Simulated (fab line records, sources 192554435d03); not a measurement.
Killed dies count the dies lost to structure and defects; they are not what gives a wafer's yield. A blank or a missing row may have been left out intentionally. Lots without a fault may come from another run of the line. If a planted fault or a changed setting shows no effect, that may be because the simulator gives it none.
Struck lot and sound lot, side by side | flow n5 finfet | 17 steps out of a route of 1938
Sound: wafers L411.3, L411.4, L411.5. Wafers L425.1, L425.5 were the ones struck. The cause is given at the end.
For every step that has rows: the tool of each side, followed by ch and its chambers, followed by its first start. Under that, the readings that differ: sound wafers | struck wafers | difference of the means | sigmas: that difference in standard deviations of wafers without a fault.
alike: same words and numbers on both sides, and readings whose means sit less than 2 such deviations apart. not compared: any withheld reading, any reading some wafer has no value for, any bound like >300 that may hide the same value, and any number with overlapping values for which the record gives no deviation.
Wherever a step has rows on one side only, a row that says differs or no value, or a row with sigmas, the two part there. When numbers do not overlap yet have no deviation, they are printed without sigmas and do not part them. A reading that every wafer of one side lacks parts them only if that side has two wafers or more.

first, 4 steps without rows for these wafers: N5_BEOL_M11_HM_STRIP_39 (strips TiN in peroxide tin strip, target depth 25 nm, time 158 s); N5_BEOL_M11_SRD_40 (time 30 s); N5_BEOL_M11_PRECLEAN_42 (cleans in residue remover, time 60 s); N5_BEOL_M11_SRD_43 (time 30 s).
N5_BEOL_M11_CD_MEAS_35: the cd target is 70 nm.
  struck on cd sem-03, day 15 02:23; sound on cd sem-02, day 11 10:14
  alike: cd nm
N5_BEOL_M11_CURE_72: cures SiCOH lowk, time 120 s.
  sound on uv cure-03 ch 1, day 11 10:23; struck on uv cure-02 ch 1, day 15 03:09
  alike: lamp power pct, wafer_temp_C_max
then, 1 step without rows for these wafers: N5_BEOL_M11_DEGAS_44 (time 60 s).
N5_BEOL_M11_PRE_CLEAN_45: time 30 s.
  struck on pvd sputter-01, day 15 03:51; sound on pvd sputter-01, day 11 10:47
  alike: heater power w
N5_BEOL_M11_ALD_74: deposits TaN, target thk 2 nm, pulse time 2 s, purge time 3 s.
  sound on ald metal-01 ch 1,2,3, day 11 10:52; struck on ald metal-01 ch 2, day 15 03:59
  alike: heater power w
N5_BEOL_M11_SURFACE_TREAT_76:
  struck on pvd sputter-03, day 15 04:35; sound on pvd sputter-03, day 11 11:11
  not compared: throttle valve pct
then, 2 steps without rows for these wafers: N5_BEOL_M11_CVD_75 (deposits Co from CCTBA/H2, target thk 2 nm, time 138.9 s); N5_BEOL_M11_SPUTTER_48 (material Cu, target thk 12 nm, time 2 s).
N5_BEOL_M11_ECD_50: material Cu, target thk 318 nm.
  sound on ecd cu-01 ch 0,1, day 11 11:32; struck on ecd cu-02 ch 0,1, day 15 05:00
  reading                                 | sound         | struck      | difference | sigmas
  model.Cu_of_BEOL_M11_ECD_50.thk nm (nm) | 317 315.4 320 | 178.4 179.2 | -138.7     |
N5_BEOL_M11_ANNEAL_51: time 90 s.
  sound on rtp anneal-02 ch 0, day 11 11:43; struck on rtp anneal-02 ch 0, day 15 05:58
  alike: wafer_temp_C_max
N5_BEOL_M11_CMP_52: polishes, stops on SiCOH lowk, t overpolish 7 s, target thk 140 nm.
  sound on cmp-01 ch 1,2,3, day 11 11:59; struck on cmp-01 ch 3, day 15 06:16
  reading                | sound    | struck | difference | sigmas
  time to endpoint s (s) | 65 70 58 | 28 29  | -36        | -9
  alike: motor current A
N5_BEOL_M11_THK_MEAS_53: measures by xrf.
  struck on film metro-02, day 15 06:34; sound on film metro-01, day 11 12:13
  alike: M11_THK
-- here the record skips 2 days between the struck wafers' starts before and after, leaving off in module BEOL_M11 and picking up in module PASSIVATION (first step shown: number 1936 of the route) --
N5_PASSIVATION_PROBE_49:
  struck on prober-02, day 17 10:09; sound on prober-02, day 13 07:29
  alike: defect limited yield, killed_at_M0_to_M3, killed_at_M4_up, killed at contacts, killed at front end, killed at other, killed dies, killed on rim, killed open, killed short, sort_bin_4_leakage, sort_bin_5_function, sort_bin_6_memory, sort_bin_8_speed, sort n pass, sort yield pct

## WHERE THEY PART
At N5_BEOL_M11_CMP_52 and nowhere else, as far as this record goes. Later steps at which nothing parts them and some readings are alike: N5_BEOL_M11_THK_MEAS_53, N5_PASSIVATION_PROBE_49.

WHY: whatever the simulator had introduced
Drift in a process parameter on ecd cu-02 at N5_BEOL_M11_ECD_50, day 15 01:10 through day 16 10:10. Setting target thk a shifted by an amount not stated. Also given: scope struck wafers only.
